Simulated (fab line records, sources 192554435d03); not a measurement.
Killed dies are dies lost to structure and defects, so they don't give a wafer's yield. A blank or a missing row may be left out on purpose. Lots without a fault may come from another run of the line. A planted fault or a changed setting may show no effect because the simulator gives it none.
Chamber matching | flow n5_finfet | N5_BEOL_M8_PECVD_70 on pecvd-04: 3 sister chambers
The step deposits SiO2 from TEOS/O2, target thk 20 nm, time 22.7 s. 3 wafers are shown with their chamber, then 10 later ones without.

WAFERS WITH THEIR CHAMBER
wafer  | chamber | showerhead_plenum_p_Torr (Torr)
L077.3 | 1       | 8.69
L082.5 | 2       | 8.82
L080.4 | 0       | 8.86

WAFERS WITHOUT THEIR CHAMBER
wafer  | showerhead_plenum_p_Torr (Torr)
L080.5 | 8.72
L086.2 | 8.86
L086.3 | 8.80
L086.6 | 8.82
L089.1 | 8.87
L089.3 | 8.89
L089.5 | 8.89
L091.1 | 8.68
L091.4 | 8.67
L091.5 | 8.89

WHICH CHAMBER EACH WENT THROUGH
wafer  | from the rows above     | in truth
L080.5 | 1                       | 1
L086.2 | can't be placed: 0 or 2 | 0
L086.3 | can't be placed: 2 or 0 | 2
L086.6 | can't be placed: 2 or 0 | 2
L089.1 | can't be placed: 0 or 2 | 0
L089.3 | can't be placed: 0 or 2 | 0
L089.5 | can't be placed: 0 or 2 | 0
L091.1 | 1                       | 1
L091.4 | 1                       | 1
L091.5 | can't be placed: 0 or 2 | 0
Placed correctly: 3 of 10. Can't be placed from these rows: 7 (the true chamber is among the candidates in 7). Placed wrongly: 0.
How it was worked out, from the rows above alone: a wafer's distance from a chamber is the root of the sum, over the readings, of the square of ((its reading less the chamber's mean) divided by the reading's scatter). The wafer belongs to the nearest chamber; if the next one is less than 2 further off, it can't be placed. A chamber's mean is the mean of its shown wafers. The scatter: with one shown wafer a chamber, the root of the mean of the squares of how far each hidden wafer lies from its nearest shown one.
